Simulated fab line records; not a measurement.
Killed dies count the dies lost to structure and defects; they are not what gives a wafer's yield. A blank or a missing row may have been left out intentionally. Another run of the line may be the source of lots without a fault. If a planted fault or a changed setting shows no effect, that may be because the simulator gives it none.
Chamber matching ; flow nand_harc ; NHARC_A_STAIRCASE_DEP_301 on pecvd-01 has 3 sister chambers
The step deposits SiON, target thk 30 nm. 20 wafers are shown with their chamber, then 10 later ones without.

WAFERS PAIRED WITH THEIR CHAMBERS
wafer;chamber;showerhead_vpp_V (V);heater_power_outer_w (W);heater_power_w (W)
L075.1;1;1109;612;917
L075.4;0;1102;501;766
L075.5;1;1136;616;914
L078.2;0;1103;533;842
L078.3;2;1161;528;887
L078.4;0;1105;528;842
L079.1;0;1106;466;751
L079.4;0;1118;469;744
L079.6;2;1158;477;807
L080.2;2;1183;470;803
L080.4;2;1190;470;805
L080.6;1;1132;503;802
L082.2;2;1174;463;797
L082.5;1;1141;488;747
L082.6;2;1178;472;818
L085.1;2;1173;455;755
L085.3;0;1136;426;691
L085.6;0;1120;432;699
L087.2;1;1124;503;753
L087.4;2;1171;530;867

SIGNATURES (means of the wafers above)
reading;chamber 0;chamber 1;chamber 2;scatter within a chamber
showerhead_vpp_V;1112.86;1128.40;1173.50;11.8
heater_power_outer_w;479.29;544.40;483.12;44.3
heater_power_w;762.14;826.60;817.38;60.6
Rule: distance of a wafer from a chamber = root of the sum over the readings of ((wafer's reading minus chamber's mean) / reading's scatter) squared. If the next closest chamber is less than 2 further off than the closest, the wafer can't be placed; otherwise it belongs to the closest. How the scatter is found: for the shown wafers, subtract from each reading the mean of its chamber, square and add these, divide the total by (wafers less chambers), then take the root.

WAFERS WITHOUT THEIR CHAMBER
wafer;showerhead_vpp_V (V);heater_power_outer_w (W);heater_power_w (W)
L087.5;1103;455;727
L091.2;1096;480;762
L091.3;1121;585;866
L091.6;1169;529;933
L092.3;1113;552;844
L092.5;1139;420;707
L092.6;1113;546;862
L096.1;1170;489;801
L096.2;1137;401;684
L096.6;1114;483;708

CHAMBER TAKEN BY EACH
wafer;from the rows above;in truth
L087.5;0;0
L091.2;can't be placed: 0 or 1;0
L091.3;can't be placed: 1 or 0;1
L091.6;can't be placed: 2 or 1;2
L092.3;can't be placed: 1 or 0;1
L092.5;can't be placed: 0 or 1 or 2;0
L092.6;can't be placed: 1 or 0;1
L096.1;2;2
L096.2;can't be placed: 0 or 1 or 2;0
L096.6;can't be placed: 0 or 1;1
Correctly placed: 2 of 10. From these rows, 8 cannot be placed; in 8 the true chamber is one of the candidates. 0 placed wrongly.
